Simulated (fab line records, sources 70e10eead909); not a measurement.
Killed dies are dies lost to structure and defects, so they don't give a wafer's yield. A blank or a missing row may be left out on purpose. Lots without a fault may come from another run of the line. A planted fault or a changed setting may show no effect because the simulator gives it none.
fab line records | flow nand_harc
record lots=6 wafers=18 last_day=24
route steps=1159 shown A_CHANNEL_FILL_D1@513 A_STAIRCASE@519
lots that met no fault: from a run of the same line without faults
start_h: hours from the record's first day to the start of the lot's first wafer shown | wait_h: hours since the lot's step before | " the same as in the row above | L1.1+2: a row that stands for several wafers | - no value, or no start given | * or withheld: withheld | < > ~ a bound
route shown NAME@n: a module of which the file shows steps, and the number in the route of the first | usual: mean/standard deviation of fault-free wafers | same: alike in all rows | chamber/n: place in a boat | sites: the reading at each site | _std_site: their standard deviation | _edge_site: outer sites' mean less inner sites' | radius_mm: how far each site lies from the wafer's centre | mask NAME#n: copy n | behind: the tool/chamber that last shaped the wafer | hold: why the lot was held/for how many hours/how that ended | device: the transistor (n, p or np) that didn't switch | end of line: the same wafers' tests at the end of the route | a step without rows: its recipe alone | killed: dies lost to structure and defects at the first sort, not the wafer's yield | map: a wafer's dies, x killed, . not, _ none there
set.NAME: the setting as run; set.NAME@STEP: as run at that earlier step | model.NAME: the simulator's own value behind a step, which no gauge read
lots at some steps of the route; a table a step, a row a wafer
services: from which hour (start_h, from the record's first day; less than 0 if before it) a tool's chamber was out of use, for how many hours, and why
## steps
# step NHARC_A_CHANNEL_FILL_D1_CMP_10
# recipe target_thk_nm=150
# usual motor_current_A=12.2/1.2 retaining_ring_pressure_frac=1.001/0.0051 time_to_endpoint_s=14.7/2.5
# columns lot.wafer tool chamber start_h wait_h motor_current_A retaining_ring_pressure_frac time_to_endpoint_s
L742.3 cmp-03 1 284.79 0.5 13.0 1.005 8.9
L742.6 " 0 " " 11.4 1.000 14.3
L742.5 " 1 " " 12.6 1.004 12.6
L747.2 cmp-03 3 303.90 0.4 13.8 1.013 18.3
L747.4 " 1 " " 13.0 1.005 14.2
L747.6 " 3 " " 14.2 1.002 18.7
L746.4 cmp-04 2 307.96 0.4 11.5 0.998 15.3
L746.2 " 3 " " 14.3 0.996 14.4
L746.3 " 0 " " 11.1 0.999 16.8
L753.1 cmp-04 1 347.90 0.4 13.7 1.007 13.9
L753.3 " 3 " " 13.8 1.000 15.1
L753.6 " 1 " " 13.6 1.001 14.8
L754.2 cmp-04 0 356.26 0.4 11.0 0.994 13.7
L754.1 " 1 " " 13.0 0.998 16.5
L754.4 " 3 " " 13.5 1.000 13.9
L756.1 cmp-01 3 356.28 0.4 10.2 0.995 13.8
L756.2 " 0 " " 12.8 1.001 14.7
L756.5 " 3 " " 9.8 0.997 16.5
# step NHARC_A_CHANNEL_FILL_D1_SRD_12
# step NHARC_A_CHANNEL_FILL_D1_RTA_24
# recipe temp_c=1000 time_s=5
# usual lamp_power_pct=33.4/1.6 wafer_temp_C_max=1005.4/0.95
# columns lot.wafer tool chamber start_h wait_h lamp_power_pct wafer_temp_C_max
L742.3 rtp_anneal-01 0 285.24 0.1 32.3 1005.9
L742.5 " 0 " " 32.3 1005.1
L742.6 " 0 " " 32.3 1007.5
L747.2 rtp_anneal-01 0 304.51 0.2 32.2 1006.4
L747.4 " 0 " " 32.3 1006.8
L747.6 " 0 " " 32.2 1006.8
L746.2 rtp_anneal-01 0 308.41 0.1 32.3 1004.7
L746.3 " 0 " " 32.3 1006.7
L746.4 " 0 " " 32.4 1004.1
L753.1 rtp_anneal-01 0 348.29 0.0 32.3 1003.9
L753.3 " 0 " " 32.3 1006.7
L753.6 " 0 " " 32.3 1006.6
L754.1 rtp_anneal-01 0 356.67 0.0 32.2 1006.4
L754.2 " 0 " " 32.3 1004.8
L754.4 " 0 " " 32.3 1004.2
L756.1 rtp_anneal-02 0 356.69 0.0 35.6 1005.3
L756.2 " 0 " " 35.6 1005.5
L756.5 " 0 " " 35.7 1003.6
# step NHARC_A_CHANNEL_FILL_D1_INSPECT_13
# usual raw_defect_count=315/120
# columns lot.wafer tool chamber start_h wait_h raw_defect_count
L742.3 defect_inspect-02 - 285.39 0.1 317
L742.5 " - " " 344
L742.6 " - " " 335
L747.2 defect_inspect-01 - 304.68 0.1 401
L747.4 " - " " 405
L747.6 " - " " 221
L746.2 defect_inspect-01 - 308.58 0.1 172
L746.3 " - " " 235
L746.4 " - " " 233
L753.1 defect_inspect-01 - 350.78 2.5 327
L753.3 " - " " 226
L753.6 " - " " 293
L754.1 defect_inspect-01 - 356.87 0.2 346
L754.2 " - " " 332
L754.4 " - " " 385
L756.1 defect_inspect-02 - 356.89 0.2 189
L756.2 " - " " 534
L756.5 " - " " 241
# step NHARC_A_STAIRCASE_DEP_156
# recipe target_thk_a=500 temp_c=400 target_thk_nm=50 flow_sccm=200 rf_w=450 material=SiNx
# usual heater_power_w=684/74
# columns lot.wafer tool chamber start_h wait_h heater_power_w
L742.3 pecvd-01 2 285.51 0.1 635
L742.6 " 0 " " 592
L742.5 " 1 " " 834
L747.2 pecvd-01 2 304.80 0.1 672
L747.6 " 1 " " 786
L747.4 " 2 " " 695
L746.3 pecvd-03 1 308.67 0.1 722
L746.2 " 2 " " 663
L746.4 " 0 " " 573
L753.3 pecvd-03 0 350.85 0.1 603
L753.1 " 1 " " 774
L753.6 " 1 " " 768
L754.1 pecvd-04 1 356.94 0.1 695
L754.2 " 2 " " 826
L754.4 " 0 " " 683
L756.2 pecvd-03 2 356.96 0.1 689
L756.1 " 1 " " 770
L756.5 " 1 " " 752
# step NHARC_A_STAIRCASE_DEHYDRATE_158
# recipe temp_c=150 time_s=120
# step NHARC_A_STAIRCASE_HMDS_159
# recipe time_s=30
# step NHARC_A_STAIRCASE_COAT_160
# recipe spin_rpm=1200
# step NHARC_A_STAIRCASE_SOFTBAKE_161
# recipe temp_c=135 time_s=170
# step NHARC_A_STAIRCASE_EBR_162
# step NHARC_A_STAIRCASE_EXPOSE_163
# recipe na=0.5 dose_mj=20.01 mask_id=STAIR_OPEN
# usual exposure_dose_mJ_cm2=20.010/0.02 focus_offset_nm=0.1/0.44
# columns lot.wafer tool chamber start_h wait_h mask exposure_dose_mJ_cm2 focus_offset_nm
L742.3 krf_scanner-01 0 286.15 - STAIR_OPEN#0 20.011 0.2
L742.5 " 0 " " STAIR_OPEN#0 19.994 0.5
L742.6 " 0 " " STAIR_OPEN#0 19.990 0.0
L747.2 krf_scanner-02 - 305.36 - STAIR_OPEN#0 - -
L747.4 " - " " STAIR_OPEN#0 - -
L747.6 " - " " STAIR_OPEN#0 - -
L746.2 krf_scanner-03 - 309.26 - STAIR_OPEN#0 - -
L746.3 " - " " STAIR_OPEN#0 - -
L746.4 " - " " STAIR_OPEN#0 - -
L753.1 krf_scanner-02 0 351.45 - STAIR_OPEN#0 20.016 0.0
L753.3 " 0 " " STAIR_OPEN#0 20.013 0.1
L753.6 " 0 " " STAIR_OPEN#0 20.017 0.5
L754.1 krf_scanner-02 0 357.42 - STAIR_OPEN#0 20.009 0.4
L754.2 " 0 " " STAIR_OPEN#0 20.002 -1.0
L754.4 " 0 " " STAIR_OPEN#0 20.014 0.2
L756.1 krf_scanner-01 0 357.58 - STAIR_OPEN#0 20.015 0.6
L756.2 " 0 " " STAIR_OPEN#0 20.020 0.4
L756.5 " 0 " " STAIR_OPEN#0 20.026 0.5
# step NHARC_A_STAIRCASE_PEB_164
# recipe peb_temp_c=115 peb_time_s=130
## services
# columns tool chamber start_h hours kind
krf_scanner-02 - 262.02 0.2 repair
cmp-04 - 267.62 5.1 repair
pecvd-04 0 270.08 21.1 repair
cmp-01 - 277.50 4.0 pm
cmp-01 - 281.50 - consumable_replace:conditioner
cmp-01 - 281.50 - consumable_replace:pad
cmp-04 - 281.54 3.4 repair
pecvd-03 - 292.48 13.0 pm
pecvd-03 0 292.48 13.0 vent_cycle
pecvd-03 1 292.48 13.0 vent_cycle
pecvd-03 2 292.48 13.0 vent_cycle
rtp_anneal-02 - 300.00 12.0 pm
cmp-04 - 301.11 4.0 pm
cmp-04 - 305.11 - consumable_replace:conditioner
cmp-04 - 305.11 - consumable_replace:pad
pecvd-03 0 305.48 - clean
pecvd-03 1 305.48 - clean
pecvd-03 2 305.48 - clean
krf_scanner-03 - 340.00 4.0 pm
krf_scanner-01 - 347.93 2.5 repair
cmp-03 - 352.93 4.0 pm
cmp-03 - 356.93 - consumable_replace:conditioner
cmp-03 - 356.93 - consumable_replace:pad
cmp-04 - 357.44 0.5 repair
## key
first_sign step=NHARC_A_STAIRCASE_EXPOSE_163 reading=tool_record direction=missing
effect none on later readings
met_at NHARC_A_STAIRCASE_EXPOSE_163
struck_wafers L746.2,L746.3,L746.4,L747.2,L747.4,L747.6
later_rows_left_out L746.2,L746.3,L746.4,L747.2,L747.4,L747.6
sort_left_out L746.2,L746.3,L746.4,L747.2,L747.4,L747.6
tester_left_out L746,L747
fault kind=skipped_step_whole tool=krf_scanner-02,krf_scanner-03 chamber=- onset_h=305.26 steps=NHARC_A_STAIRCASE_EXPOSE_163 scope=struck_lots_only
# tester_left_out: of these lots the tester's yield and bins aren't shown, on N5 and GAA mostly nor the transistor test; their killed dies are dies lost to structure and defects alone, not to doping, threshold or leakage, so they don't give the yield
# sort_left_out: the simulated sort isn't trusted on such a fault, so these wafers' sort isn't shown, and their yield isn't known
# later_rows_left_out: the simulator's readings of these wafers behind a module that went badly wrong aren't trusted and aren't shown, but for the sort
